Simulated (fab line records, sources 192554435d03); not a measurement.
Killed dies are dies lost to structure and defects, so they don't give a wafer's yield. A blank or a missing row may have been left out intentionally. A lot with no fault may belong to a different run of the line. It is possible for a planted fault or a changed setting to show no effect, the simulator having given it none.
fab line records	flow n5_finfet
record lots=6	wafers=14	last_day=17
route steps=1938 shown BEOL_M10@1524 BEOL_M11@1536 PASSIVATION@1936
lots that met no fault: from a run of the same line without faults
start_h: hours from the record's first day to the start of the lot's first wafer shown	wait_h: hours since the lot's step before	" repeats the value in the row above	L1.1+2: one row covering several wafers at once	- value missing, or start not given	* or withheld: withheld	< > ~ a bound
route shown NAME@n: NAME is a module with steps in the file, n the number in the route of the first one	usual: average and standard deviation across the fault-free wafers	same: alike in all rows	chamber/n: place in a boat	sites: per-site readings	_std_site: the standard deviation of these	_edge_site: the outer-site mean with the inner-site mean subtracted	radius_mm: for every site, how far away it sits from the centre of the wafer	mask NAME#n: copy n	behind: tool/chamber where the wafer was last shaped	hold: reason for holding the lot/hours on hold/outcome of the hold	device: the transistor (n, p or np) that didn't switch	end of line: the tests these same wafers got at the end of their route	step lacking rows: just its recipe	killed: at the first sort, the dies lost to defects and structure; wafer yield is something else	map: per-die view of a wafer (x killed, . not killed, _ where there is no die)
set.NAME: the setting the step ran with; set.NAME@STEP: the setting that earlier step ran with	model.NAME: the simulator's own value behind a step, which no gauge read
lots at some steps of the route; a table a step, a row a wafer
services: from which hour (start_h, from the record's first day; less than 0 if before it) a tool's chamber was out of use, for how many hours, and why
## steps
# step N5_BEOL_M10_ALD_74
# recipe material=TaN	target_thk_a=20	temp_c=275	ald_precursor_family=PDMAT	ald_co_reactant=NH3	pressure_torr=3	carrier_flow_sccm=1500	pulse_time_s=2	purge_time_s=3	co_reactant_purge_time_s=2	co_reactant_pulse_time_s=3	ald_cycles=40	precursor_vessel_temp_c=75	precursor_vessel_pressure_torr=26.25	precursor_vessel_carrier_sccm=1000
# step N5_BEOL_M10_SURFACE_TREAT_76
# recipe gas=Ar	time_s=*	ion_energy_ev=*	ion_current_ma_cm2=0.5	pressure_mtorr=*	ar_flow_sccm=30
# usual throttle_valve_pct=*
lot.wafer	tool	chamber	start_h	wait_h	throttle_valve_pct
L668.4	pvd_sputter-02	-	221.84	0.0	*
L668.5	"	-	"	"	*
L668.6	"	-	"	"	*
L671.2	pvd_sputter-01	-	237.70	0.2	*
L671.3	"	-	"	"	*
L671.4	"	-	"	"	*
L674.6	pvd_sputter-01	-	263.65	0.2	*
L678.5	pvd_sputter-01	-	277.14	0.0	*
L682.1	pvd_sputter-02	-	311.67	0.2	*
L682.3	"	-	"	"	*
L682.4	"	-	"	"	*
L690.1	pvd_sputter-01	-	353.68	0.2	*
L690.3	"	-	"	"	*
L690.4	"	-	"	"	*
# step N5_BEOL_M10_CVD_75
# recipe material=Co	target_thk_a=20	temp_c=withheld	precursor=CCTBA/H2	pressure_torr=30	time_s=138.9
# step N5_BEOL_M10_SPUTTER_48
# recipe material=Cu	target_thk_a=120	temp_c=-20	bias_v=60	power_w=26000	chamber_pressure_pa=0.13	time_s=2
# usual throttle_valve_pct=29.6/0.69
lot.wafer	tool	chamber	start_h	wait_h	throttle_valve_pct
L668.4	pvd_sputter-01	-	222.14	0.1	29.5
L668.5	"	-	"	"	29.3
L668.6	"	-	"	"	29.3
L671.2	pvd_sputter-01	-	237.92	0.1	29.6
L671.3	"	-	"	"	29.5
L671.4	"	-	"	"	28.7
L674.6	pvd_sputter-01	-	263.93	0.1	28.9
L678.5	pvd_sputter-02	-	278.81	1.3	28.5
L682.1	pvd_sputter-02	-	311.89	0.1	30.1
L682.3	"	-	"	"	28.6
L682.4	"	-	"	"	29.5
L690.1	pvd_sputter-01	-	354.04	0.2	29.5
L690.3	"	-	"	"	29.0
L690.4	"	-	"	"	29.0
# step N5_BEOL_M10_ECD_50
# recipe material=Cu	target_thk_a=3180
# step N5_BEOL_M10_ANNEAL_51
# recipe temp_c=225	time_s=90	ambient=N2
# step N5_BEOL_M10_CMP_52
# recipe stop_on=SiCOH_lowk	t_overpolish_s=7	down_force_psi=1	platen_rpm=50	clearing_platen_down_force_psi=1.5	clearing_platen_rpm=50	post_cmp_clean=cu_alkaline	target_thk_nm=140	clearing_platen_pad_velocity_m_s=0.99484	pad_velocity_m_s=0.99484
# step N5_BEOL_M10_THK_MEAS_53
# recipe thk_meas_gauge=xrf	reads=Cu_of_BEOL_M10_ECD_50
# usual M10_THK=140/4.1
lot.wafer	tool	chamber	start_h	wait_h	M10_THK[nm]
L668.4	film_metro-02	-	222.96	-	136
L668.5	"	-	"	"	133
L668.6	"	-	"	"	139
L671.2	film_metro-02	-	239.51	-	147
L671.3	"	-	"	"	132
L671.4	"	-	"	"	137
L674.6	film_metro-01	-	264.71	-	146
L678.5	film_metro-01	-	279.93	-	140
L682.1	film_metro-02	-	312.71	-	131
L682.3	"	-	"	"	140
L682.4	"	-	"	"	134
L690.1	film_metro-01	-	355.20	-	144
L690.3	"	-	"	"	142
L690.4	"	-	"	"	142
# step N5_BEOL_M10_PRE_CLEAN_55
# recipe gas=NH3	time_s=15	temp_c=withheld	rf_power_w=300
# step N5_BEOL_M10_DEP_56
# recipe material=SiCN	target_thk_a=150	temp_c=withheld	precursor=3MS/NH3	pressure_torr=3	rf_w=202	time_s=26.5
# step N5_BEOL_M10_RS_MEAS_57
# recipe thk_meas_gauge=four-point-probe	reads=Cu_of_BEOL_M10_ECD_50+Co_of_BEOL_M10_CVD_75+TaN_of_BEOL_M10_ALD_74
# usual M10_RS=0.153/0.0049
lot.wafer	tool	chamber	start_h	wait_h	M10_RS[ohm/sq]
L668.4	film_metro-01	-	223.13	0.1	0.158
L668.5	"	-	"	"	0.162
L668.6	"	-	"	"	0.154
L671.2	film_metro-01	-	239.64	0.1	0.144
L671.3	"	-	"	"	0.161
L671.4	"	-	"	"	0.154
L674.6	film_metro-02	-	264.85	0.0	0.147
L678.5	film_metro-02	-	280.07	0.0	0.155
L682.1	film_metro-01	-	312.85	0.1	0.165
L682.3	"	-	"	"	0.153
L682.4	"	-	"	"	0.161
L690.1	film_metro-01	-	355.33	0.1	0.149
L690.3	"	-	"	"	0.152
L690.4	"	-	"	"	0.152
# step N5_BEOL_M10_INSPECT_58
# recipe inspect_instrument=darkfield	mode=post_dep
# usual raw_defect_count=80/30
lot.wafer	tool	chamber	start_h	wait_h	raw_defect_count
L668.4	defect_inspect-02	-	223.16	0.0	96
L668.5	"	-	"	"	45
L668.6	"	-	"	"	60
L671.2	defect_inspect-01	-	239.67	0.0	59
L671.3	"	-	"	"	61
L671.4	"	-	"	"	91
L674.6	defect_inspect-02	-	264.87	0.0	46
L678.5	defect_inspect-02	-	280.09	0.0	71
L682.1	defect_inspect-01	-	312.87	0.0	115
L682.3	"	-	"	"	84
L682.4	"	-	"	"	111
L690.1	defect_inspect-02	-	355.36	0.0	66
L690.3	"	-	"	"	45
L690.4	"	-	"	"	83
# step N5_BEOL_M11_ILD_DEP_00
# recipe material=SiCOH_lowk	target_thk_a=3085.1	temp_c=300	precursor=DEMS/porogen	pressure_torr=5	rf_w=500	time_s=58
# usual heater_power_w=310/55	showerhead_plenum_p_Torr=5.741/0.018	throttle_valve_pct=14.2/0.75
lot.wafer	tool	chamber	start_h	wait_h	heater_power_w	showerhead_plenum_p_Torr	throttle_valve_pct
L668.4	pecvd-01	2	223.22	0.1	232	5.744	15.0
L668.5	"	0	"	"	336	5.778	15.2
L668.6	"	1	"	"	310	5.739	13.8
L671.2	pecvd-02	1	239.70	0.0	367	5.728	14.8
L671.3	"	0	"	"	334	5.720	14.3
L671.4	"	1	"	"	379	5.732	14.6
L674.6	pecvd-01	2	264.93	0.1	255	5.752	15.0
L678.5	pecvd-01	2	280.15	0.1	293	5.752	14.7
L682.1	pecvd-02	0	312.91	0.0	356	5.733	14.2
L682.3	"	2	"	"	204	5.712	13.1
L682.4	"	2	"	"	211	5.720	13.1
L690.1	pecvd-02	2	355.39	0.0	234	5.731	13.2
L690.3	"	1	"	"	392	5.728	14.8
L690.4	"	0	"	"	275	5.744	14.3
# step N5_BEOL_M11_CURE_71
# recipe temp_c=385	time_s=240	ambient=He/Ar	material=SiCOH_lowk
# step N5_BEOL_M11_THK_MEAS_01
# recipe reads=SiCOH_lowk_of_BEOL_M11_ILD_DEP_00
# usual M11_ILD_THK=268/4.7
lot.wafer	tool	chamber	start_h	wait_h	M11_ILD_THK[nm]
L668.4	film_metro-02	-	223.92	0.2	274
L668.5	"	-	"	"	267
L668.6	"	-	"	"	269
L671.2	film_metro-02	-	240.29	0.4	264
L671.3	"	-	"	"	265
L671.4	"	-	"	"	273
L674.6	film_metro-02	-	265.79	0.0	265
L678.5	film_metro-01	-	280.72	0.1	269
L682.1	film_metro-01	-	313.50	0.4	267
L682.3	"	-	"	"	264
L682.4	"	-	"	"	264
L690.1	film_metro-01	-	356.48	0.8	266
L690.3	"	-	"	"	268
L690.4	"	-	"	"	276
# step N5_BEOL_M11_PECVD_70
# recipe material=SiO2	target_thk_a=200	temp_c=400	precursor=TEOS/O2	pressure_torr=5.5	rf_w=450	teos_flow_sccm=53.8	gas=O2	flow_sccm=3000	time_s=22.7
# step N5_BEOL_M11_HM_DEP_02
# recipe material=TiN	target_thk_a=200	temp_c=25	chamber_pressure_pa=0.49996
# usual throttle_valve_pct=29.8/0.74
lot.wafer	tool	chamber	start_h	wait_h	throttle_valve_pct
L668.4	pvd_sputter-02	-	224.90	0.9	28.5
L668.5	"	-	"	"	29.5
L668.6	"	-	"	"	30.0
L671.2	pvd_sputter-01	-	241.74	1.4	29.9
L671.3	"	-	"	"	29.5
L671.4	"	-	"	"	28.8
L674.6	pvd_sputter-03	-	265.95	0.1	29.4
L678.5	pvd_sputter-02	-	282.79	2.0	28.6
L682.1	pvd_sputter-03	-	313.93	0.4	30.1
L682.3	"	-	"	"	30.9
L682.4	"	-	"	"	30.3
L690.1	pvd_sputter-01	-	356.90	0.4	28.8
L690.3	"	-	"	"	29.0
L690.4	"	-	"	"	29.4
# step N5_BEOL_M11_COAT_59
# recipe resist=SOC	temp_c=250	time_s=60	spin_rpm=1500	resist_thk_nm=100
# step N5_BEOL_M11_COAT_60
# recipe resist=SiARC	temp_c=220	time_s=60	spin_rpm=1500	resist_thk_nm=30
# step N5_BEOL_M11_COAT_05
# recipe resist=CAR-ArF	spin_rpm=1500	resist_thk_nm=90
# step N5_BEOL_M11_EBR_07
# recipe solvent=PGMEA	ebr_width_mm=1.5
# step N5_BEOL_M11_SOFTBAKE_06
# recipe temp_c=110	time_s=60	resist=CAR-ArF
# step N5_BEOL_M11_EXPOSE_08
# recipe mask_id=M11	na=1.35	source_shape=dipole	sigma_inner=0.411	sigma_outer=0.611	polarization=te	dose_mj=53.75
# step N5_BEOL_M11_PEB_09
# recipe peb_temp_c=withheld	peb_time_s=60	resist=CAR-ArF
# step N5_BEOL_M11_DEVELOP_10
# recipe develop_time_s=30	developer=TMAH	resist=CAR-ArF	rinse_liquid=diw	dry=air_spin	dev_temp_c=23
# step N5_BEOL_M11_CD_MEAS_11
# recipe target_cd_nm=64.1	landing_energy_ev=500	detector=se_inlens	polarity=opening
# usual cd_nm=64.4/0.66
lot.wafer	tool	chamber	start_h	wait_h	cd_nm
L668.4	cd_sem-02	0	225.40	-	64.9
L668.5	"	0	"	"	64.6
L668.6	"	0	"	"	64.6
L671.2	cd_sem-01	0	242.23	-	64.5
L671.3	"	0	"	"	64.0
L671.4	"	0	"	"	64.4
L674.6	cd_sem-02	0	266.41	-	62.9
L678.5	cd_sem-02	0	283.25	-	64.0
L682.1	cd_sem-03	0	314.31	-	64.8
L682.3	"	0	"	"	63.8
L682.4	"	0	"	"	63.1
L690.1	cd_sem-01	0	357.27	-	63.7
L690.3	"	0	"	"	64.8
L690.4	"	0	"	"	64.4
# step N5_BEOL_M11_OVL_MEAS_12
# recipe points_per_wafer=44
# usual M11_OVL=0.0/0.82
lot.wafer	tool	chamber	start_h	wait_h	M11_OVL[nm]
L668.4	overlay-02	0	225.43	0.0	0.1
L668.5	"	0	"	"	-0.7
L668.6	"	0	"	"	-0.1
L671.2	overlay-01	0	242.26	0.0	-0.4
L671.3	"	0	"	"	-0.2
L671.4	"	0	"	"	-0.3
L674.6	overlay-02	0	266.43	0.0	-0.2
L678.5	overlay-02	0	283.27	0.0	1.5
L682.1	overlay-01	0	314.34	0.0	-0.8
L682.3	"	0	"	"	-0.3
L682.4	"	0	"	"	-1.3
L690.1	overlay-01	0	357.30	0.0	-1.0
L690.3	"	0	"	"	-0.4
L690.4	"	0	"	"	-0.4
# step N5_BEOL_M11_DESCUM_16
# recipe chemistry=O2	time_s=7.9	source_power_w=50	bias_power_w=20	pressure_mtorr=20	rf_frequency_hz=2.712e+07	temp_c=40	resist=CAR-ArF	o2_flow_sccm=225
# usual drypump_motor_current_A=5.7/0.36	oes_product_au=0.81/0.072	rf_vpp_V=243.6/1.1	showerhead_plenum_p_Torr=2.12/0.043	throttle_valve_pct=20.27/0.24
lot.wafer	tool	chamber	start_h	wait_h	drypump_motor_current_A	oes_product_au	rf_hours_counter_h	rf_vpp_V	showerhead_plenum_p_Torr	throttle_valve_pct
L668.4	rie_diel-01	2	225.64	0.2	5.8	0.87	50	242.3	2.07	20.79
L668.5	"	0	"	"	5.6	0.68	-	241.5	2.05	20.49
L668.6	"	3	"	"	6.2	0.91	-	241.5	2.06	20.05
L671.2	rie_diel-04	1	242.32	0.0	5.0	0.74	186	244.3	2.15	20.10
L671.3	"	2	"	"	6.1	0.92	18	244.5	2.14	20.52
L671.4	"	3	"	"	6.0	0.81	129	241.7	2.12	20.15
L674.6	rie_diel-04	0	266.50	0.0	5.4	0.72	-	244.1	2.14	20.34
L678.5	rie_diel-05	2	283.35	0.0	5.6	0.88	-	244.0	2.11	20.05
L682.1	rie_diel-04	2	314.40	0.0	6.0	0.89	43	243.2	2.13	20.55
L682.3	"	3	"	"	6.1	0.78	154	244.1	2.11	20.18
L682.4	"	0	"	"	5.4	0.71	216	243.8	2.13	20.34
L690.1	rie_diel-01	1	357.36	0.0	5.7	0.80	115	243.8	2.20	20.55
L690.3	"	3	"	"	6.2	0.83	55	242.4	2.04	20.11
L690.4	"	0	"	"	5.6	0.86	36	242.5	2.04	20.15
# step N5_BEOL_M11_ETCH_61
# recipe chemistry=CF4	target=SiARC	target_depth_a=390	mask_material=CAR-ArF	time_s=65	ion_energy_ev=80	pressure_mtorr=40	source_w=545	bias_w=36	Ar_flow_sccm=100	cf4_flow_sccm=100	ends=cleared
# usual drypump_motor_current_A=5.7/0.37	etch_rf_on_time_s=65.2/2.1	oes_product_au=0.69/0.063	rf_vpp_V=184.4/1	showerhead_plenum_p_Torr=2.17/0.044	throttle_valve_pct=15.50/0.19
lot.wafer	tool	chamber	start_h	wait_h	drypump_motor_current_A	etch_rf_on_time_s	oes_product_au	rf_hours_counter_h	rf_vpp_V	showerhead_plenum_p_Torr	throttle_valve_pct
L668.4	rie_diel-01	2	225.67	0.0	5.8	62.5	0.76	50	182.2	2.11	15.75
L668.5	"	0	"	"	5.6	65.0	0.58	-	183.5	2.11	15.85
L668.6	"	3	"	"	6.2	64.7	0.79	-	184.0	2.10	15.16
L671.2	rie_diel-04	1	242.36	0.0	4.9	63.5	0.62	186	185.3	2.18	15.36
L671.3	"	2	"	"	6.0	63.2	0.80	18	185.5	2.17	15.54
L671.4	"	3	"	"	6.1	63.1	0.68	129	183.8	2.18	15.37
L674.6	rie_diel-04	0	266.55	0.0	5.4	66.6	0.61	-	186.2	2.21	15.75
L678.5	rie_diel-05	2	283.39	0.0	5.6	66.7	0.73	-	184.1	2.17	15.36
L682.1	rie_diel-04	2	314.43	0.0	6.0	63.7	0.75	43	186.4	2.16	15.58
L682.3	"	3	"	"	6.1	64.1	0.66	154	185.3	2.17	15.43
L682.4	"	0	"	"	5.4	66.8	0.60	216	185.3	2.21	15.77
L690.1	rie_diel-01	1	357.39	0.0	5.7	67.8	0.67	115	185.6	2.25	15.72
L690.3	"	3	"	"	6.2	63.7	0.73	55	182.9	2.09	15.26
L690.4	"	0	"	"	5.6	65.0	0.73	36	183.5	2.10	15.42
# step N5_BEOL_M11_ETCH_62
# recipe chemistry=N2/H2	target=SOC	target_depth_a=1100	overetch_a=220	mask_material=SiARC	temp_c=40	time_s=165	ion_energy_ev=200	pressure_mtorr=30	source_w=840	bias_w=150	n2_flow_sccm=200	h2_flow_sccm=200
# step N5_BEOL_M11_STRIP_68
# recipe chemistry=N2/H2	temp_c=40	n2_flow_sccm=200	h2_flow_sccm=200	rf_frequency_hz=6e+07
# step N5_BEOL_M11_STRIP_67
# recipe chemistry=CF4	resist=SiARC	power_w=300	bias_power_w=75	pressure_mtorr=50	cf4_flow_sccm=150	rf_frequency_hz=6e+07
# step N5_BEOL_M11_HM_OPEN_17
# recipe chemistry=Cl2/BCl3	target_depth_a=200	overetch_a=60	target=TiN	mask_material=SOC	ion_energy_ev=150	pressure_mtorr=10	icp_w=1000	bias_w=126	Cl2_flow_sccm=53.25	bcl3_flow_sccm=21.75	Ar_flow_sccm=25
# step N5_BEOL_M11_STRIP_19
# recipe chemistry=O2	power_w=400	temp_c=40	pressure_mtorr=30	rf_frequency_hz=6e+07	bias_power_w=0	overash_fraction=0.2	o2_flow_sccm=225
# step N5_BEOL_M11_CD_MEAS_18
# recipe pitch_nm=140	target_cd_nm=70
# usual cd_nm=70.3/0.75
lot.wafer	tool	chamber	start_h	wait_h	cd_nm
L668.4	cd_sem-02	-	226.09	0.1	69.6
L668.5	"	-	"	"	70.5
L668.6	"	-	"	"	70.3
L671.2	cd_sem-01	-	242.81	0.1	70.1
L671.3	"	-	"	"	70.7
L671.4	"	-	"	"	70.3
L674.6	cd_sem-02	-	267.09	0.0	68.7
L678.5	cd_sem-03	-	283.82	0.0	70.5
L682.1	cd_sem-03	-	314.85	0.0	70.4
L682.3	"	-	"	"	69.5
L682.4	"	-	"	"	68.5
L690.1	cd_sem-01	-	357.81	0.0	70.1
L690.3	"	-	"	"	71.1
L690.4	"	-	"	"	70.5
# step N5_BEOL_M11_COAT_63
# recipe resist=SOC	temp_c=250	time_s=60	spin_rpm=1500	resist_thk_nm=100
# step N5_BEOL_M11_COAT_64
# recipe resist=SiARC	temp_c=220	time_s=60	spin_rpm=1500	resist_thk_nm=30
# step N5_BEOL_M11_COAT_22
# recipe resist=CAR-ArF	spin_rpm=1500	resist_thk_nm=90
# step N5_BEOL_M11_EBR_24
# recipe solvent=PGMEA	ebr_width_mm=1.5
# step N5_BEOL_M11_SOFTBAKE_23
# recipe temp_c=110	time_s=60	resist=CAR-ArF
# step N5_BEOL_M11_EXPOSE_25
# recipe mask_id=V10	na=1.35	source_shape=annular	sigma_inner=0.5	sigma_outer=0.8	polarization=unpolarized	dose_mj=85.5
# step N5_PASSIVATION_PROBE_49
# usual killed_at_M0_to_M3=34/8.9	killed_at_M4_up=13/4.6	killed_at_contacts=12/5.5	killed_at_front_end=41/11	killed_at_other=3.1/2.9	killed_dies=102/16	killed_on_rim=13/4.2	killed_open=66/11	killed_short=34/7.6
# same gross_dies=1180	killed_at_back_side=0
lot.wafer	tool	chamber	start_h	wait_h	killed_at_M0_to_M3	killed_at_M4_up	killed_at_contacts	killed_at_front_end	killed_at_other	killed_dies	killed_on_rim	killed_open	killed_short
L668.4	prober-01	-	276.17	0.2	30	16	11	69	3	129	12	77	40
L668.5	prober-01	-	276.22	0.2	45	10	20	43	0	118	11	80	38
L668.6	prober-01	-	276.27	0.3	55	16	11	61	3	146	24	100	40
L674.6	prober-01	-	306.05	0.3	46	75	8	61	0	190	30	77	46
L678.5	prober-01	-	326.56	0.2	33	73	8	32	0	146	22	54	27
# killed by level:class
L668.4 FIN_SAQP:geometric_particle:open=13 FIN_SAQP:geometric_particle:short=12 MOL_CONTACT_COAG:geometric_particle:open=10 STI_FIN_REVEAL:geometric_particle:open=9 GATE_CUT:geometric_particle:short=8 BEOL_M2:geometric_particle:open=8 HKMG_FIN:area_etch=8 BEOL_M0_SAQP:geometric_particle:open=6
L668.5 MOL_CONTACT_COAG:geometric_particle:open=15 BEOL_M0_SAQP:geometric_particle:open=14 FIN_SAQP:geometric_particle:open=12 STI_FIN_REVEAL:geometric_particle:open=12 FIN_SAQP:geometric_particle:short=11 BEOL_M0_SAQP:geometric_particle:short=8 BEOL_M2:geometric_particle:open=8 MOL_CONTACT_COAG:geometric_particle:short=5
L668.6 FIN_SAQP:geometric_particle:open=19 BEOL_M0_SAQP:geometric_particle:open=15 BEOL_M0_SAQP:geometric_particle:short=14 STI_FIN_REVEAL:geometric_particle:open=12 FIN_SAQP:geometric_particle:short=8 MOL_CONTACT_COAG:geometric_particle:open=8 BEOL_M0:geometric_particle:open=7 DUMMY_GATE:geometric_particle:open=6
L674.6 BEOL_M11:unspecified=63 FIN_SAQP:geometric_particle:open=19 FIN_SAQP:geometric_particle:short=17 BEOL_M0_SAQP:geometric_particle:open=15 BEOL_M0_SAQP:geometric_particle:short=14 DUMMY_GATE:geometric_particle:open=8 MOL_CONTACT_COAG:geometric_particle:open=6 BEOL_M8:geometric_particle:open=5
L678.5 BEOL_M11:unspecified=65 BEOL_M0_SAQP:geometric_particle:short=9 BEOL_M0_SAQP:geometric_particle:open=8 FIN_SAQP:geometric_particle:open=7 MOL_CONTACT_COAG:geometric_particle:open=7 STI_FIN_REVEAL:geometric_particle:open=6 BEOL_M2:geometric_particle:open=5 GATE_CUT:geometric_particle:short=5
# map L674.6 (x killed, . not)
_________________............________________
______________.x............x..._____________
___________...............x...x....__________
__________..x.xxx.......x..x........_________
________..x.....x....x.x.............x_______
_______x....x.........x....x...........______
______x..............x..x.........x....._____
_____...x..............x......x......x.x.____
____x.......xx.x..x.....................x.___
___...................x.....x.x..x.........__
___..x..x.....x.............xx.............__
__............................x.x...x......._
__...................x..x.....xxx.........x._
_.x...........xx.......x.....................
_..x...........xx.xx.x..........x.........x..
_.x..x.......................................
_.....x...x.......x..................x..x....
_x....x.......x.....xx......x................
_...........................x..........xx....
_.............x..xx....x.........x........x..
_...x...............x......x.x.......x.x.....
__..x.....x....x.............x..x.......x..._
__...x..x................................x.._
___................x.......................__
___..xx...........xxx...x..................__
____.....................x..x..x..........___
_____...x........x...........x..........x____
______x...........xx.x....x.x..........._____
_______...xxx..........xx.xx.x........x______
________..........xx..xxxxxx.x....x..._______
__________..x.x.....xxxxxxxxx...x..._________
___________......x.xxxxxxxxxxxx.x..__________
______________.....xxxxxxxxxxxx._____________
_________________xxxxxxxxxxxx________________
# map L678.5 (x killed, . not)
_________________..........x.________________
______________.......x.........._____________
___________........................__________
__________.........................._________
________............x................._______
_______...............x................______
______..........x.x.x..................._____
_____....................................____
____......x..........xx...................___
___...........x.......x.....x..........x...__
___...................x......x.............__
__............x........x.....x...x.........._
__........x.............x......x.......x...._
_....x.x......x.......x..x..x........x...x...
_.......x......x.........x...................
_..............................x..........xx.
_......x.......x........x...............x....
_........x..x...........x...........x........
_.................xx.........x...............
_x..........x...................x...x....x...
_....x.......................................
__...................................x......_
__.........................................._
___.............x..x..x....................__
___.x..x.....x.......x....x.xx.............__
____.................x.........x..........___
_____..x.x................xx.....x.......____
______.....x.....x.x...................._____
_______..........xx..xxxx.xx.xx........______
________.............x.xxxxxxxx...x..._______
__________...........xxxxxxxxx.x...x_________
___________.........xxxxxxxxxxx.x..__________
______________xx..xxxxxxxxxxxxxx_____________
_________________.xxxxxxxxxxx________________
## services
tool	chamber	start_h	hours	kind
pecvd-01	0	199.65	2.1	scheduled_down
rie_diel-05	-	200.69	1.2	repair
rie_diel-04	3	204.29	12.3	repair
rie_diel-01	-	205.20	14.6	pm
pecvd-01	0	225.32	5.5	scheduled_down
rie_diel-01	0	229.39	-	clean
rie_diel-01	0	229.39	-	consumable_replace:focus_ring
rie_diel-01	0	229.39	20.3	scheduled_down
rie_diel-01	0	229.39	20.3	vent_cycle
rie_diel-05	0	231.27	1.3	repair
rie_diel-01	2	241.99	4.6	repair
pecvd-02	1	261.67	13.0	repair
rie_diel-05	-	266.35	15.6	pm
pecvd-01	-	271.15	6.0	pm
rie_diel-01	2	279.08	5.3	repair
pecvd-02	0	281.59	5.5	scheduled_down
rie_diel-05	0	301.90	5.6	repair
rie_diel-05	0	319.78	-	clean
rie_diel-05	0	319.78	-	consumable_replace:focus_ring
rie_diel-05	0	319.78	18.1	scheduled_down
pecvd-02	2	337.95	5.5	scheduled_down
rie_diel-01	3	339.32	3.9	repair
pecvd-02	-	348.21	5.5	pm
rie_diel-05	1	352.70	1.2	repair
## key
first_sign step=N5_PASSIVATION_PROBE_49	reading=killed_at_M4_up	direction=up	sigmas=13	usual=13	struck=74
effect step=N5_PASSIVATION_PROBE_49	reading=killed_dies	direction=up	sigmas=4.1	usual=102	struck=168
more_kills_born_at N5_BEOL_M11_ILD_DEP_00@pecvd-01=128
met_at N5_BEOL_M11_ILD_DEP_00
struck_wafers L674.6,L678.5
tester_left_out L674,L678
onset_between 223.22 264.93
earlier_fault kind=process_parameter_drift	tool=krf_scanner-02	chamber=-	onset_h=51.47	steps=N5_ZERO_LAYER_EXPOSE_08	channel=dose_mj	offset=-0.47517	shape=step	acts_in=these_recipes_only	stated=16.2
fault kind=chamber_particle_source	tool=pecvd-01	chamber=2	onset_h=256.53	steps=N5_BEOL_M11_ILD_DEP_00	rate_per_visit_cm2=0.92228
# tester_left_out: of these lots the tester's yield and bins aren't shown, on N5 and GAA mostly nor the transistor test; their killed dies are dies lost to structure and defects alone, not to doping, threshold or leakage, so they don't give the yield
